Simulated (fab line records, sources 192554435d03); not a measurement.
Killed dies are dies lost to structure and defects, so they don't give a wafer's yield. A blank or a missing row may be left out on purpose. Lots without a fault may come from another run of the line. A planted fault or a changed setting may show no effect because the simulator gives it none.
Chamber matching | flow n5_finfet | N5_BEOL_M14_DESCUM_33 on rie_diel-05: 4 sister chambers
The step chemistry O2, time 7.9 s. 8 wafers are shown with their chamber, then 11 later ones without.

WAFERS WITH THEIR CHAMBER
wafer  | chamber | drypump_motor_current_A (A) | showerhead_plenum_p_Torr (Torr)
L081.2 | 1       | 6.3                         | 2.14
L089.1 | 2       | 6.5                         | 2.07
L090.2 | 0       | 5.6                         | 2.01
L090.5 | 1       | 6.3                         | 2.13
L091.1 | 2       | 6.6                         | 2.07
L091.3 | 3       | 5.5                         | 2.18
L091.6 | 0       | 5.6                         | 2.00
L092.3 | 3       | 5.6                         | 2.18

WAFERS WITHOUT THEIR CHAMBER
wafer  | drypump_motor_current_A (A) | showerhead_plenum_p_Torr (Torr)
L092.5 | 6.6                         | 2.07
L092.6 | 5.6                         | 2.18
L094.1 | 6.6                         | 2.07
L094.5 | 6.3                         | 2.13
L094.6 | 6.6                         | 2.07
L095.2 | 5.5                         | 2.18
L095.4 | 6.6                         | 2.07
L095.6 | 6.2                         | 2.13
L097.2 | 6.6                         | 2.07
L097.3 | 6.2                         | 2.13
L097.5 | 6.6                         | 2.07

WHICH CHAMBER EACH WENT THROUGH
wafer  | from the rows above | in truth
L092.5 | 2                   | 2
L092.6 | 3                   | 3
L094.1 | 2                   | 2
L094.5 | 1                   | 1
L094.6 | 2                   | 2
L095.2 | 3                   | 3
L095.4 | 2                   | 2
L095.6 | 1                   | 1
L097.2 | 2                   | 2
L097.3 | 1                   | 1
L097.5 | 2                   | 2
Placed correctly: 11 of 11. Can't be placed from these rows: 0. Placed wrongly: 0.
How it was worked out, from the rows above alone: a wafer's distance from a chamber is the root of the sum, over the readings, of the square of ((its reading less the chamber's mean) divided by the reading's scatter). The wafer belongs to the nearest chamber; if the next one is less than 2 further off, it can't be placed. A chamber's mean is the mean of its shown wafers. The scatter: the root of (the sum of the squares of (reading less its chamber's mean) over the shown wafers, divided by (wafers less chambers)).
